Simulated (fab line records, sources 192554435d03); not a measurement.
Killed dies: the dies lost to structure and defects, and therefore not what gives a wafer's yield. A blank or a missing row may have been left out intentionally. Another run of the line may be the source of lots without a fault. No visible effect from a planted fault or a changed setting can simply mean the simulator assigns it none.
Which tool did it? | flow n5Finfet | 24 lots, 72 wafers sampled, at 5 steps of a route of 1938

## WHAT EACH GAUGE READ, for each wafer
N5_SD_EPI_N_INSPECT_11: inspects for defects (macro).
lot  | measured    | on               | rawDefectCount
L074 | day 3 01:31 | defectInspect-02 | 1 2 0
L075 | day 3 10:29 | defectInspect-01 | 1 3 0
L076 | day 3 12:47 | defectInspect-02 | 4 1 4
L077 | day 3 22:27 | defectInspect-02 | 3 1 3
L078 | day 4 02:15 | defectInspect-02 | 2 3 4
L079 | day 4 05:43 | defectInspect-02 | 2 3 2
L080 | day 4 11:28 | defectInspect-01 | 6 4 3
L081 | day 4 19:00 | defectInspect-01 | 4 2 2
L082 | day 5 00:51 | defectInspect-02 | 2 0 3
L083 | day 5 06:01 | defectInspect-02 | 2 1 0
L084 | day 5 12:21 | defectInspect-02 | 3 4 2
L085 | day 5 23:41 | defectInspect-01 | 4 0 1
L086 | day 6 06:01 | defectInspect-02 | 3 0 1
L087 | day 6 09:11 | defectInspect-01 | 3 1 1
L088 | day 6 22:47 | defectInspect-02 | 3 1 1
L089 | day 7 02:24 | defectInspect-02 | 1 2 3
L090 | day 7 05:58 | defectInspect-02 | 2 1 0
L091 | day 7 19:19 | defectInspect-01 | 3 0 4
L092 | day 7 20:29 | defectInspect-02 | 2 1 2
L093 | day 8 09:27 | defectInspect-02 | 1 3 1
L095 | day 8 18:16 | defectInspect-01 | 3 2 1
L094 | day 8 21:05 | defectInspect-02 | 3 2 5
L097 | day 8 21:37 | defectInspect-02 | 6 1 2
L096 | day 8 23:40 | defectInspect-02 | 0 2 2

## WHICH TOOL RAN EACH LOT (tool, then ch and the chambers of the sampled wafers, then the start)
lot  | N5_DUMMY_GATE_STRIP_41           | N5_SPACER0_ALD_07               | N5_SPACER0_ALD_00               | N5_SPACER0_ALD_08
L074 | rieDiel-03 ch 1,2, day 2 23:42   | aldSin-03 ch 1,2,3, day 3 00:30 | aldSin-03 ch 1,2,3, day 3 00:39 | aldSin-03 ch 1,2,3, day 3 00:55
L075 | rieDiel-03 ch 0,1,3, day 3 08:23 | aldSin-04 ch 1,2,3, day 3 09:35 | aldSin-04 ch 1,2,3, day 3 09:44 | aldSin-04 ch 1,2,3, day 3 10:00
L076 | rieDiel-06 ch 0,3, day 3 11:09   | aldSin-04 ch 1,2, day 3 11:54   | aldSin-04 ch 1,2, day 3 12:03   | aldSin-04 ch 1,2, day 3 12:19
L077 | rieDiel-06 ch 0,1,2, day 3 19:38 | aldSin-04 ch 0,2,3, day 3 21:33 | aldSin-04 ch 0,2,3, day 3 21:42 | aldSin-04 ch 0,2,3, day 3 21:58
L078 | rieDiel-06 ch 0,1,2, day 4 00:25 | aldSin-02 ch 0,2,3, day 4 01:14 | aldSin-02 ch 0,2,3, day 4 01:23 | aldSin-02 ch 0,2,3, day 4 01:38
L079 | rieDiel-06 ch 0,1,3, day 4 03:57 | aldSin-02 ch 0,2,3, day 4 04:41 | aldSin-02 ch 0,2,3, day 4 04:50 | aldSin-02 ch 0,2,3, day 4 05:06
L080 | rieDiel-06 ch 1,2,3, day 4 09:46 | aldSin-04 ch 0,1, day 4 10:34   | aldSin-04 ch 0,1, day 4 10:43   | aldSin-04 ch 0,1, day 4 10:59
L081 | rieDiel-06 ch 0,2,3, day 4 17:11 | aldSin-03 ch 0,1,3, day 4 18:06 | aldSin-03 ch 0,1,3, day 4 18:15 | aldSin-03 ch 0,1,3, day 4 18:31
L082 | rieDiel-06 ch 0,3, day 4 21:52   | aldSin-03 ch 0,3, day 4 23:50   | aldSin-03 ch 0,3, day 4 23:59   | aldSin-03 ch 0,3, day 5 00:14
L083 | rieDiel-06 ch 1,2, day 5 04:12   | aldSin-04 ch 0,1,3, day 5 04:57 | aldSin-04 ch 0,1,3, day 5 05:07 | aldSin-04 ch 0,1,3, day 5 05:22
L084 | rieDiel-01 ch 0,1,2, day 5 10:02 | aldSin-02 ch 1,2,3, day 5 11:20 | aldSin-02 ch 1,2,3, day 5 11:29 | aldSin-02 ch 1,2,3, day 5 11:44
L085 | rieDiel-06 ch 2,3, day 5 21:35   | aldSin-03 ch 2,3, day 5 22:40   | aldSin-03 ch 2,3, day 5 22:49   | aldSin-03 ch 2,3, day 5 23:04
L086 | rieDiel-06 ch 0,1,3, day 6 01:50 | aldSin-02 ch 0,3, day 6 04:59   | aldSin-02 ch 0,3, day 6 05:08   | aldSin-02 ch 0,3, day 6 05:24
L087 | rieDiel-01 ch 0,1,3, day 6 07:12 | aldSin-04 ch 0,1,2, day 6 08:10 | aldSin-04 ch 0,1,2, day 6 08:19 | aldSin-04 ch 0,1,2, day 6 08:35
L088 | rieDiel-06 ch 0,1,2, day 6 10:16 | aldSin-03 ch 0,3, day 6 10:59   | aldSin-03 ch 0,3, day 6 11:08   | aldSin-03 ch 0,3, day 6 11:24
L089 | rieDiel-03 ch 2,3, day 7 00:46   | aldSin-03 ch 0,3, day 7 01:29   | aldSin-03 ch 0,3, day 7 01:38   | aldSin-03 ch 0,3, day 7 01:53
L090 | rieDiel-03 ch 0,1,3, day 7 03:52 | aldSin-04 ch 0,1,2, day 7 05:04 | aldSin-04 ch 0,1,2, day 7 05:13 | aldSin-04 ch 0,1,2, day 7 05:28
L091 | rieDiel-06 ch 1,2,3, day 7 17:34 | aldSin-04 ch 0,1,2, day 7 18:18 | aldSin-04 ch 0,1,2, day 7 18:28 | aldSin-04 ch 0,1,2, day 7 18:43
L092 | rieDiel-03 ch 0,2,3, day 7 18:44 | aldSin-04 ch 0,1,3, day 7 19:28 | aldSin-04 ch 0,1,3, day 7 19:37 | aldSin-04 ch 0,1,3, day 7 19:52
L093 | rieDiel-01 ch 2,3, day 8 07:42   | aldSin-03 ch 0,3, day 8 08:26   | aldSin-03 ch 0,3, day 8 08:35   | aldSin-03 ch 0,3, day 8 08:50
L095 | rieDiel-06 ch 0,1,3, day 8 15:56 | aldSin-02 ch 0,1,2, day 8 17:14 | aldSin-02 ch 0,1,2, day 8 17:23 | aldSin-02 ch 0,1,2, day 8 17:39
L094 | rieDiel-03 ch 2,3, day 8 19:05   | aldSin-02 ch 0,1,3, day 8 20:04 | aldSin-02 ch 0,1,3, day 8 20:13 | aldSin-02 ch 0,1,3, day 8 20:28
L097 | rieDiel-01 ch 1,2,3, day 8 19:35 | aldSin-02 ch 0,1,3, day 8 20:36 | aldSin-02 ch 0,1,3, day 8 20:45 | aldSin-02 ch 0,1,3, day 8 21:01
L096 | rieDiel-03 ch 0,2,3, day 8 20:08 | aldSin-04 ch 0,1,2, day 8 22:38 | aldSin-04 ch 0,1,2, day 8 22:47 | aldSin-04 ch 0,1,2, day 8 23:03
- N5_DUMMY_GATE_STRIP_41: strips in O2.
- N5_SPACER0_ALD_07: deposits SiNx, target thk 2 nm.
- N5_SPACER0_ALD_00: deposits SiOCN, target thk 3.5 nm, pulse time 3 s, purge time 2 s.
- N5_SPACER0_ALD_08: deposits SiNx, target thk 2 nm.

## WHAT THE TOOLS THEMSELVES READ (means of the sampled wafers that have a number; where no wafer has one, the mark that the record gives instead)
N5_DUMMY_GATE_STRIP_41.
lot  | tool       | drypumpMotorCurrentA (A) | oesProductAu (a.u.) | rfVppV (V) | showerheadPlenumPTorr (Torr) | throttleValvePct (%)
L074 | rieDiel-03 | 5.7                      | 0.77                | 3.7        | 2.08                         | 16.40
L075 | rieDiel-03 | 5.7                      | 0.84                | 3.6        | 2.09                         | 16.60
L076 | rieDiel-06 | 5.6                      | 0.83                | 3.6        | 2.16                         | 16.91
L077 | rieDiel-06 | 6.0                      | 0.74                | 3.8        | 2.12                         | 16.83
L078 | rieDiel-06 | 6.0                      | 0.74                | 3.9        | 2.12                         | 16.84
L079 | rieDiel-06 | 5.6                      | 0.77                | 3.5        | 2.17                         | 16.90
L080 | rieDiel-06 | 5.6                      | 0.80                | 3.8        | 2.11                         | 16.79
L081 | rieDiel-06 | 6.0                      | 0.79                | 3.4        | 2.12                         | 16.84
L082 | rieDiel-06 | 5.6                      | 0.82                | 3.3        | 2.16                         | 16.92
L083 | rieDiel-06 | 6.0                      | 0.77                | 3.2        | 2.07                         | 16.72
L084 | rieDiel-01 | 6.5                      | 0.77                | 4.2        | 2.04                         | 16.93
L085 | rieDiel-06 | 5.6                      | 0.84                | 3.4        | 2.11                         | 16.81
L086 | rieDiel-06 | 5.6                      | 0.75                | 3.6        | 2.16                         | 16.91
L087 | rieDiel-01 | 6.3                      | 0.75                | 3.4        | 2.07                         | 16.92
L088 | rieDiel-06 | 6.0                      | 0.73                | 3.6        | 2.12                         | 16.86
L089 | rieDiel-03 | 5.1                      | 0.82                | 3.5        | 2.17                         | 16.66
L090 | rieDiel-03 | 5.6                      | 0.81                | 3.2        | 2.08                         | 16.64
L091 | rieDiel-06 | 5.6                      | 0.78                | 3.3        | 2.10                         | 16.81
L092 | rieDiel-03 | 5.3                      | 0.81                | 3.3        | 2.14                         | 16.76
L093 | rieDiel-01 | 6.3                      | 0.94                | 3.4        | 2.17                         | 16.72
L095 | rieDiel-06 | 5.6                      | 0.74                | 3.8        | 2.16                         | 16.95
L094 | rieDiel-03 | 5.1                      | 0.82                | 3.9        | 2.17                         | 16.69
L097 | rieDiel-01 | 6.2                      | 0.88                | 3.9        | 2.13                         | 16.71
L096 | rieDiel-03 | 5.3                      | 0.80                | 3.8        | 2.14                         | 16.78

N5_SPACER0_ALD_07.
lot  | tool      | chamberPressureTorr (Torr) | heaterPowerW (W)
L074 | aldSin-03 | 2.001                      | 942
L075 | aldSin-04 | 1.995                      | 765
L076 | aldSin-04 | 1.996                      | 769
L077 | aldSin-04 | 2.003                      | 749
L078 | aldSin-02 | 1.999                      | 737
L079 | aldSin-02 | 1.994                      | 728
L080 | aldSin-04 | 1.999                      | 763
L081 | aldSin-03 | 1.998                      | 853
L082 | aldSin-03 | 1.998                      | 843
L083 | aldSin-04 | 2.003                      | 730
L084 | aldSin-02 | 1.999                      | 776
L085 | aldSin-03 | 2.001                      | 933
L086 | aldSin-02 | 2.004                      | 778
L087 | aldSin-04 | 2.000                      | 726
L088 | aldSin-03 | 1.997                      | 811
L089 | aldSin-03 | 1.998                      | 828
L090 | aldSin-04 | 2.000                      | 719
L091 | aldSin-04 | 2.003                      | 721
L092 | aldSin-04 | 1.999                      | 739
L093 | aldSin-03 | 2.003                      | 813
L095 | aldSin-02 | 2.003                      | 797
L094 | aldSin-02 | 2.002                      | 833
L097 | aldSin-02 | 2.000                      | 837
L096 | aldSin-04 | 1.998                      | 717

N5_SPACER0_ALD_00.
lot  | tool      | chamberPressureTorr (Torr) | heaterPowerW (W) | precursorPulseHeightRel
L074 | aldSin-03 | 2.000                      | 937              | 1.000
L075 | aldSin-04 | 1.998                      | 751              | 0.997
L076 | aldSin-04 | 1.999                      | 770              | 1.002
L077 | aldSin-04 | 1.996                      | 743              | 1.014
L078 | aldSin-02 | 2.004                      | 737              | 0.987
L079 | aldSin-02 | 2.002                      | 723              | 0.987
L080 | aldSin-04 | 2.000                      | 764              | 0.990
L081 | aldSin-03 | 1.999                      | 848              | 0.999
L082 | aldSin-03 | 1.998                      | 864              | 0.983
L083 | aldSin-04 | 2.004                      | 718              | 1.016
L084 | aldSin-02 | 2.001                      | 786              | 1.020
L085 | aldSin-03 | 2.000                      | 938              | 0.988
L086 | aldSin-02 | 2.005                      | 766              | 1.020
L087 | aldSin-04 | 2.000                      | 717              | 1.010
L088 | aldSin-03 | 1.997                      | 832              | 0.978
L089 | aldSin-03 | 1.999                      | 807              | 1.005
L090 | aldSin-04 | 1.998                      | 721              | 0.981
L091 | aldSin-04 | 2.003                      | 723              | 0.993
L092 | aldSin-04 | 1.999                      | 731              | 1.008
L093 | aldSin-03 | 1.997                      | 811              | 1.017
L095 | aldSin-02 | 2.000                      | 793              | 1.018
L094 | aldSin-02 | 2.000                      | 839              | 0.995
L097 | aldSin-02 | 2.001                      | 833              | 0.989
L096 | aldSin-04 | 2.000                      | 727              | 0.984

N5_SPACER0_ALD_08.
lot  | tool      | chamberPressureTorr (Torr) | heaterPowerW (W)
L074 | aldSin-03 | 2.001                      | 944
L075 | aldSin-04 | 2.002                      | 767
L076 | aldSin-04 | 2.001                      | 770
L077 | aldSin-04 | 2.001                      | 743
L078 | aldSin-02 | 1.994                      | 720
L079 | aldSin-02 | 2.001                      | 735
L080 | aldSin-04 | 1.998                      | 758
L081 | aldSin-03 | 2.003                      | 851
L082 | aldSin-03 | 1.994                      | 853
L083 | aldSin-04 | 2.001                      | 735
L084 | aldSin-02 | 1.999                      | 778
L085 | aldSin-03 | 2.001                      | 931
L086 | aldSin-02 | 2.000                      | 778
L087 | aldSin-04 | 2.003                      | 722
L088 | aldSin-03 | 1.997                      | 825
L089 | aldSin-03 | 2.001                      | 813
L090 | aldSin-04 | 2.004                      | 722
L091 | aldSin-04 | 2.001                      | 724
L092 | aldSin-04 | 1.995                      | 751
L093 | aldSin-03 | 2.004                      | 832
L095 | aldSin-02 | 1.996                      | 805
L094 | aldSin-02 | 1.999                      | 837
L097 | aldSin-02 | 1.998                      | 840
L096 | aldSin-04 | 2.003                      | 723

## THE ANSWER, worked out from the rows above alone
Rule: usual is defined by the lots themselves. The widest of any qualifying gaps counts: lots, ordered by their means at a reading, are off when they make up no more than a third of the lots, leave a main group of 4 or more, and stand apart from it by 3 or more times the standard deviation of that group's means. Not used: any main group whose means are identical at the precision the tables above print for the reading. Also off: a lot with no number at a reading for which 4 or more lots have one. Where the step has rows for the other lots, those lots are counted as sound. After the gauges, taken in route order, come the tools' own readings; for these a lot's mean is taken, as printed above. At the first step where some lot is off, the reading lying furthest off is the one used; lots without a number count as furthest.
No lot is off at any reading shown: from this, nothing can be told.

## WHAT THE SIMULATOR PUT IN
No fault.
